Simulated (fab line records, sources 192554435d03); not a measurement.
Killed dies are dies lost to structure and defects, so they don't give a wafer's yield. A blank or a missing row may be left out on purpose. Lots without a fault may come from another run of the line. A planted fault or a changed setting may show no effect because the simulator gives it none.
Which tool did it? | flow n5_finfet | 12 lots, 36 wafers sampled, at 1 step of a route of 1938

WHAT THE GAUGES READ, wafer by wafer
N5_BEOL_M2_OVL_MEAS_12.
lot  | measured     | on         | M2_OVL (nm)
L075 | day 6 19:49  | overlay-02 | 0.1 0.9 0.0
L077 | day 7 00:02  | overlay-02 | -0.5 -0.7 -0.1
L080 | day 7 22:41  | overlay-01 | -0.5 -0.7 0.8
L081 | day 8 04:32  | overlay-01 | 0.2 -0.3 0.4
L083 | day 9 11:54  | overlay-01 | -0.1 -0.3 0.2
L085 | day 10 03:35 | overlay-02 | 0.8 0.8 0.1
L087 | day 10 12:36 | overlay-02 | 0.5 0.7 -0.2
L090 | day 10 15:32 | overlay-02 | 0.7 0.2 0.0
L091 | day 10 18:40 | overlay-02 | 1.4 0.8 0.4
L093 | day 11 07:05 | overlay-02 | 0.1 0.6 0.2
L095 | day 11 23:43 | overlay-02 | 0.1 0.2 0.9
L097 | day 12 04:16 | overlay-02 | 0.6 0.2 1.2

WHICH TOOL RAN EACH LOT (tool, then ch and the chambers of the sampled wafers, then the start)
The record holds no process step before these readings.

THE ANSWER, worked out from the rows above alone
Rule: what is usual is taken from the lots themselves. Put in order of their means at a reading, lots are off if they are a third of the lots or fewer, leave a main group of 4 or more, and stand apart from it by a gap of 3 or more times the standard deviation of the main group's means; of several such gaps the widest counts. A main group whose means are all the same, to the digits that the tables above print for the reading, isn't used. A lot without any number at a reading at which 4 lots or more have one is off too. The other lots that the step has rows for count as sound.
No lot is off at any reading shown: from this, nothing can be told.

WHAT THE SIMULATOR HAD PUT IN
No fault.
